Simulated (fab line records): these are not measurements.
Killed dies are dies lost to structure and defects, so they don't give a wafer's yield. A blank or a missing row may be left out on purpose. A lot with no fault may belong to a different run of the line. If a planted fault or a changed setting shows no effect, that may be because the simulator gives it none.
What tool caused it? ; flow n5Finfet ; 13 lots (38 wafers sampled), 1 step of a 1938-step route

WHAT THE GAUGES READ, wafer by wafer
N5_BEOL_M11_OCD_MEAS_38. Usual: 148.1 nm for trenchDepthNm, sd 1.5.
lot;measured;on;trenchDepthNm (nm);flag
L912;day 10 12:28;ocd-01;147.7 146.2 146.0;
L913;day 10 13:20;ocd-01;149.3 148.3 149.5;
L914;day 10 14:40;ocd-01;147.3 147.3 147.6;
L915;day 10 20:13;ocd-02;147.5 143.9 148.1;
L916;day 11 08:11;ocd-01;148.5 148.5 148.3;
L917;day 11 14:16;ocd-01;148.9 146.3 147.7;
L921;day 12 05:55;ocd-02;148.9 148.1 147.9;
L919;day 12 07:43;ocd-01;148.0 148.7 148.5;
L923;day 13 03:44;ocd-02;146.4 146.7 147.3;
L925;day 13 10:05;ocd-02;148.5 149.3;
L933;day 15 14:27;ocd-01;147.7 147.5 147.3;
L934;day 15 14:44;ocd-01;150.6 151.1 150.5;
L935;day 15 19:51;ocd-02;146.6 149.1 147.7;

WHAT TOOL EACH LOT RAN ON (gives the tool, then ch and the chambers of the sampled wafers, and finally the start)
Record: no process step prior to these readings.

WHAT THE TOOLS THEMSELVES READ (means of the sampled wafers that have a number; where no wafer has one, the mark that the record gives instead)
The record holds no such reading with a usual standard deviation.

THE ANSWER, worked out from the rows above alone
Rule: a lot is off if the mean of its wafers that have a number lies more than 3 standard deviations from the usual mean. A lot without any number at a reading at which 4 lots or more have one is off too. The other lots that the step has rows for count as sound. The gauges are gone through in route order, then the tools' own readings, and for those a lot's mean is taken as printed above. The first step at which some lot is off is used, and at that step the reading that is off furthest; a lot without a number counts as furthest.
Across all readings shown, no lot is off: no conclusion can be drawn from this.

WHAT THE SIMULATOR PUT IN
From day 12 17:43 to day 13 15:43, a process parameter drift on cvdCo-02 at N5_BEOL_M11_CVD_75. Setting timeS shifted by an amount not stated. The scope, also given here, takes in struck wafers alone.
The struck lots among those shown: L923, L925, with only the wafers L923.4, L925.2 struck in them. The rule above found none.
